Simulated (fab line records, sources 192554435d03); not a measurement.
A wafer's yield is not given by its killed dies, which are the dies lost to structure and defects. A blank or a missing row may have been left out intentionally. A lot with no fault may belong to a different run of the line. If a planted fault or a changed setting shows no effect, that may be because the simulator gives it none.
What tool caused it? ; flow n5 finfet ; 22 wafers from 8 lots sampled at 8 of the route's 1938 steps

## WHAT THE GAUGES SHOWED, per wafer
N5_FIN_SAQP_CD_MEAS_31: target cd 8 nm.
lot;measured;on;cd nm (nm)
L519;day 2 02:30;cd sem-01;8.01 8.38 8.37
L522;day 2 20:10;cd sem-01;8.06 8.34 8.65
L523;day 3 02:05;cd sem-01;8.20 8.26 7.70
L528;day 4 07:41;cd sem-02;8.22 7.99 8.05
L532;day 5 07:28;cd sem-03;8.29 7.72 8.06
L533;day 5 14:19;cd sem-01;8.37 8.26 8.42
L536;day 6 09:02;cd sem-02;8.36 8.37
L542;day 7 22:32;cd sem-02;7.90 8.32

N5_FIN_SAQP_OCD_MEAS_76.
lot;measured;on;trench depth nm (nm)
L519;day 2 03:03;ocd-01;122.4 124.1 122.8
L522;day 2 20:52;ocd-02;121.0 122.1 118.9
L523;day 3 02:39;ocd-01;123.2 121.1 120.6
L528;day 4 08:14;ocd-02;118.6 117.9 116.5
L532;day 5 08:01;ocd-01;0.5 0 0.1
L533;day 5 15:06;ocd-02;0 0 0
L536;day 6 09:35;ocd-01;123.1 117.0
L542;day 7 23:12;ocd-02;122.4 125.2

N5_BEOL_M4_RC_MEAS_101.
lot;measured;on;DIBL_N (mV/V);DIBL_P (mV/V);IOFF_N (nA/um);IOFF_P (nA/um);ION_N (uA/um);ION_P (uA/um);SS_N (mV/dec);SS_P (mV/dec);VT_N (mV);VT_P (mV)
L519;day 8 08:06;prober-02;36.9 36.9 37.2;36.3 36.9 37.8;0.16 0.16 0.18;0.22 0.22 0.23;673 670 678;467 467 466;71.0 71.6 71.7;72.9 73.0 73.3;248 247 249;-250 -248 -248
L522;day 9 01:14;prober-01;39.2 38.1 39.9;39.5 37.7 41.7;0.23 0.19 0.27;0.27 0.23 0.32;705 689 712;473 468 482;71.8 72.9 72.1;74.0 73.8 74.1;243 248 242;-247 -252 -243
L523;day 9 10:15;prober-02;37.4 38.0 35.2;34.9 36.7 31.8;0.14 0.16 0.11;0.19 0.21 0.15;667 666 652;458 458 450;71.9 71.9 70.9;73.1 73.1 71.9;251 249 257;-251 -251 -256
L528;day 10 12:20;prober-02;35.3 33.3 36.0;36.0 34.3 36.6;0.16 0.13 0.18;0.26 0.22 0.28;686 670 686;475 473 477;72.0 70.9 71.9;73.8 73.4 73.5;249 250 249;-244 -246 -240
L536;day 13 17:26;prober-01;39.4 39.5;40.3 40.7;0.22 0.21;0.30 0.31;684 675;479 470;73.5 72.4;74.3 74.2;247 250;-246 -244
L542;day 15 00:02;prober-02;37.5 38.1;36.9 37.8;0.18 0.20;0.25 0.27;675 677;466 463;72.0 72.2;73.6 74.2;251 248;-249 -245

## WHICH TOOL RAN EACH LOT (tool, then ch and the chambers of the sampled wafers, then the start)
lot;N5_FIN_SAQP_ETCH_57;N5_FIN_SAQP_HM_OPEN_33;N5_FIN_SAQP_ETCH_34;N5_FIN_SAQP_HM_CD_35;N5_FIN_SAQP_FIN_ETCH_36
L519;rie diel-05 ch 0,1,2, day 2 01:00;rie diel-04 ch 2,3, day 2 02:33;rie diel-04 ch 2,3, day 2 02:37;cd sem-03, day 2 02:46;rie si-04 ch 0,1, day 2 02:50
L522;rie diel-04 ch 0,1,2, day 2 18:40;rie diel-06 ch 0,2,3, day 2 20:22;rie diel-06 ch 0,2,3, day 2 20:26;cd sem-02, day 2 20:35;rie si-04 ch 0,1,3, day 2 20:40
L523;rie diel-06 ch 1,3, day 3 00:34;rie diel-05 ch 0,2, day 3 02:08;rie diel-05 ch 0,2, day 3 02:13;cd sem-01, day 3 02:22;rie si-04 ch 0,3, day 3 02:26
L528;rie diel-06 ch 1,2, day 4 06:10;rie diel-04 ch 0,2, day 4 07:44;rie diel-04 ch 0,2, day 4 07:48;cd sem-02, day 4 07:57;rie si-05 ch 0,2,3, day 4 08:01
L532;rie diel-06 ch 0,1,2, day 5 05:51;rie diel-05 ch 0,1,3, day 5 07:31;rie diel-05 ch 0,1,3, day 5 07:35;cd sem-02, day 5 07:44;rie si-04 ch 1,2,3, day 5 07:48
L533;rie diel-04 ch 0,2, day 5 12:42;rie diel-04 ch 0,2,3, day 5 14:36;rie diel-04 ch 0,2,3, day 5 14:40;cd sem-03, day 5 14:49;rie si-04 ch 0,1,2, day 5 14:53
L536;rie diel-06 ch 1,2, day 6 07:32;rie diel-06 ch 0,1, day 6 09:05;rie diel-06 ch 0,1, day 6 09:10;cd sem-01, day 6 09:19;rie si-05 ch 1,2, day 6 09:22
L542;rie diel-04 ch 1,3, day 7 20:55;rie diel-05 ch 1,2, day 7 22:40;rie diel-05 ch 1,2, day 7 22:44;cd sem-01, day 7 22:53;rie si-04 ch 0,1, day 7 22:56
- N5_FIN_SAQP_ETCH_57: etches SiNx in CH3F/O2, target depth 32.5 nm, time 46.4 s.
- N5_FIN_SAQP_HM_OPEN_33: chemistry CH3F/O2, target SiNx, target depth 49.4 nm, time 70.6 s.
- N5_FIN_SAQP_ETCH_34: etches SiO2 in C4F6/O2, target depth 45 nm, time 15 s.
- N5_FIN_SAQP_HM_CD_35: target cd 8 nm.
- N5_FIN_SAQP_FIN_ETCH_36: etches the open film in HBr/Cl2/O2, target depth 120 nm, time 50.4 s.

## WHAT THE TOOLS THEMSELVES READ (means of the sampled wafers that have a number; where no wafer has one, the mark that the record gives instead)
N5_FIN_SAQP_ETCH_57.
lot;tool;drypump motor current A (A);etch rf on time s (s);oes product au (a.u.);rf vpp V (V);showerhead plenum p Torr (Torr);throttle valve pct (%)
L519;rie diel-05;5.6;44.7;0.63;298;1.97;16.41
L522;rie diel-04;5.5;45.5;0.72;308;2.05;16.13
L523;rie diel-06;5.9;46.4;0.70;304;2.00;16.33
L528;rie diel-06;5.2;46.8;0.63;305;1.96;16.12
L532;rie diel-06;5.5;46.1;0.71;300;2.02;16.22
L533;rie diel-04;5.1;45.6;0.73;309;2.03;16.17
L536;rie diel-06;5.3;47.8;0.62;306;1.95;16.21
L542;rie diel-04;5.8;44.1;0.66;304;1.99;16.30

N5_FIN_SAQP_HM_OPEN_33.
lot;tool;CH3F_flow_sccm (sccm);O2_flow_sccm (sccm);drypump motor current A (A);etch rf on time s (s);oes product au (a.u.);rf vpp V (V);showerhead plenum p Torr (Torr);throttle valve pct (%)
L519;rie diel-04;30.06;20.02;5.8;67.8;0.73;300;1.97;16.39
L522;rie diel-06;30.04;19.97;5.6;69.8;0.64;293;1.99;16.35
L523;rie diel-05;29.94;20.04;5.6;68.7;0.62;292;1.90;16.28
L528;rie diel-04;30.03;19.92;5.5;67.8;0.73;307;2.04;16.26
L532;rie diel-05;-;-;-;-;-;-;-;-
L533;rie diel-04;-;-;-;-;-;-;-;-
L536;rie diel-06;29.91;19.91;5.8;69.1;0.74;299;2.04;16.34
L542;rie diel-05;30.07;20.04;5.2;68.2;0.70;301;2.09;16.33

N5_FIN_SAQP_ETCH_34.
lot;tool;drypump motor current A (A);etch rf on time s (s);oes product au (a.u.);rf vpp V (V);showerhead plenum p Torr (Torr);throttle valve pct (%)
L519;rie diel-04;5.8;14.67;0.72;670;2.81;21.16
L522;rie diel-06;5.6;14.98;0.64;657;2.84;21.06
L523;rie diel-05;5.6;15.17;0.61;653;2.71;20.93
L528;rie diel-04;5.5;14.63;0.74;686;2.90;21.05
L532;rie diel-05;5.7;37.50;0.28;673;2.87;20.93
L533;rie diel-04;5.5;37.49;0.31;680;2.84;20.75
L536;rie diel-06;5.8;14.88;0.74;666;2.90;21.11
L542;rie diel-05;5.2;14.68;0.71;676;2.97;21.06

N5_FIN_SAQP_HM_CD_35.
lot;tool;cd nm (nm)
L519;cd sem-03;8.43
L522;cd sem-02;8.33
L523;cd sem-01;7.89
L528;cd sem-02;8.16
L532;cd sem-02;-
L533;cd sem-03;-
L536;cd sem-01;8.06
L542;cd sem-01;8.14

N5_FIN_SAQP_FIN_ETCH_36.
lot;tool;HBr_flow_sccm (sccm);drypump motor current A (A);oes product au (a.u.);throttle valve pct (%)
L519;rie si-04;149.8;5.8;1.010;36.2
L522;rie si-04;150.2;5.8;0.991;36.1
L523;rie si-04;149.7;5.9;1.003;36.1
L528;rie si-05;149.9;6.6;0.991;36.1
L532;rie si-04;150.1;5.8;1.011;36.0
L533;rie si-04;150.0;5.7;1.003;36.1
L536;rie si-05;150.1;6.1;1.019;35.7
L542;rie si-04;149.9;5.8;1.008;36.2

## THE ANSWER, worked out from the rows above alone
Rule: the usual values come from the lots themselves. The widest of any qualifying gaps counts: lots, ordered by their means at a reading, are off when they make up no more than a third of the lots, leave a main group of 4 or more, and stand apart from it by 3 or more times the standard deviation of that group's means. A main group whose means are all the same, to the digits that the tables above print for the reading, isn't used. Also off: a lot with no number at a reading for which 4 or more lots have one. Where the step has rows for the other lots, those lots are counted as sound. First the gauges in route order, then the tools' own readings, where a lot's mean is used as printed above. At the first step where some lot is off, the reading lying furthest off is the one used; lots without a number count as furthest.
Off at N5_FIN_SAQP_OCD_MEAS_76 (trench depth nm): L532, L533. For the main group the mean is 121.2 nm and the standard deviation 2.
If a tool, at a process step before that reading, ran all the lots that are off and no sound lot after the first of them, it fits. The gauges at N5_FIN_SAQP_OCD_MEAS_76 aren't tried: what is off there is off at N5_FIN_SAQP_HM_OPEN_33 too, on other tools, and a gauge's error can't cause that. None of those tried fits.

## WHAT THE SIMULATOR HAD PUT IN
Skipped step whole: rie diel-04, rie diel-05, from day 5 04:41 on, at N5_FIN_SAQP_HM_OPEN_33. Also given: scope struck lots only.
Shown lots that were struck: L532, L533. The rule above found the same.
